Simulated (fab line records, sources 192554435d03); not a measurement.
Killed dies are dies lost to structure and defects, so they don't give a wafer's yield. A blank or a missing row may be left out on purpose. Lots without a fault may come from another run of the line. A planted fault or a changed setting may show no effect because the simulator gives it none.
Which tool did it? | flow n5_finfet | 12 lots, 36 wafers sampled, at 3 steps of a route of 1938

WHAT THE GAUGES READ, wafer by wafer
N5_BEOL_M7_INSPECT_13: inspects for defects (brightfield).
lot  | measured     | on                | raw_defect_count
L074 | day 10 00:43 | defect_inspect-01 | 401 407 338
L077 | day 10 21:44 | defect_inspect-01 | 485 472 463
L079 | day 11 00:56 | defect_inspect-02 | 341 378 359
L083 | day 11 06:50 | defect_inspect-01 | 468 386 496
L082 | day 12 12:29 | defect_inspect-02 | 468 647 484
L088 | day 12 18:06 | defect_inspect-02 | 420 499 663
L086 | day 13 08:51 | defect_inspect-01 | 498 383 364
L089 | day 13 19:58 | defect_inspect-02 | 473 493 561
L090 | day 13 23:03 | defect_inspect-01 | 398 522 362
L093 | day 14 10:28 | defect_inspect-02 | 389 510 488
L095 | day 15 01:53 | defect_inspect-01 | 569 470 513
L097 | day 15 22:43 | defect_inspect-01 | 665 652 460

WHICH TOOL RAN EACH LOT (tool, then ch and the chambers of the sampled wafers, then the start)
lot  | N5_BEOL_M6_VIA_ETCH_34             | N5_BEOL_M6_CURE_75
L074 | rie_diel-03 ch 0,2,3, day 9 18:31  | uv_cure-01 ch 2, day 9 19:04
L077 | rie_diel-06 ch 2,3, day 10 14:46   | uv_cure-02 ch 1, day 10 15:38
L079 | rie_diel-06 ch 0,2,3, day 10 19:54 | uv_cure-03 ch 1, day 10 21:24
L083 | rie_diel-01 ch 1,2,3, day 11 02:11 | uv_cure-02 ch 2, day 11 02:47
L082 | rie_diel-01 ch 0,1,3, day 12 07:13 | uv_cure-03 ch 2, day 12 07:53
L088 | rie_diel-03 ch 0,1,2, day 12 11:50 | uv_cure-03 ch 0, day 12 12:16
L086 | rie_diel-03 ch 0,1,3, day 13 02:07 | uv_cure-03 ch 0, day 13 02:39
L089 | rie_diel-06 ch 0,1, day 13 15:13   | uv_cure-03 ch 0, day 13 15:42
L090 | rie_diel-06 ch 0,1,3, day 13 18:10 | uv_cure-02 ch 0, day 13 18:48
L093 | rie_diel-01 ch 0,1,3, day 14 05:03 | uv_cure-02 ch 1, day 14 05:50
L095 | rie_diel-06 ch 0,1,3, day 14 19:21 | uv_cure-02 ch 1, day 14 20:00
L097 | rie_diel-01 ch 0,1,2, day 15 17:41 | uv_cure-02 ch 1, day 15 18:10
- N5_BEOL_M6_VIA_ETCH_34: etches SiCOH lowk in C4F6/O2, target depth 126.3 nm, time 50.9 s.
- N5_BEOL_M6_CURE_75: cures SiCOH lowk, time 120 s.

THE ANSWER, worked out from the rows above alone
Rule: what is usual is taken from the lots themselves. Put in order of their means at a reading, lots are off if they are a third of the lots or fewer, leave a main group of 4 or more, and stand apart from it by a gap of 3 or more times the standard deviation of the main group's means; of several such gaps the widest counts. A main group whose means are all the same, to the digits that the tables above print for the reading, isn't used. A lot without any number at a reading at which 4 lots or more have one is off too. The other lots that the step has rows for count as sound.
No lot is off at any reading shown: from this, nothing can be told.

WHAT THE SIMULATOR HAD PUT IN
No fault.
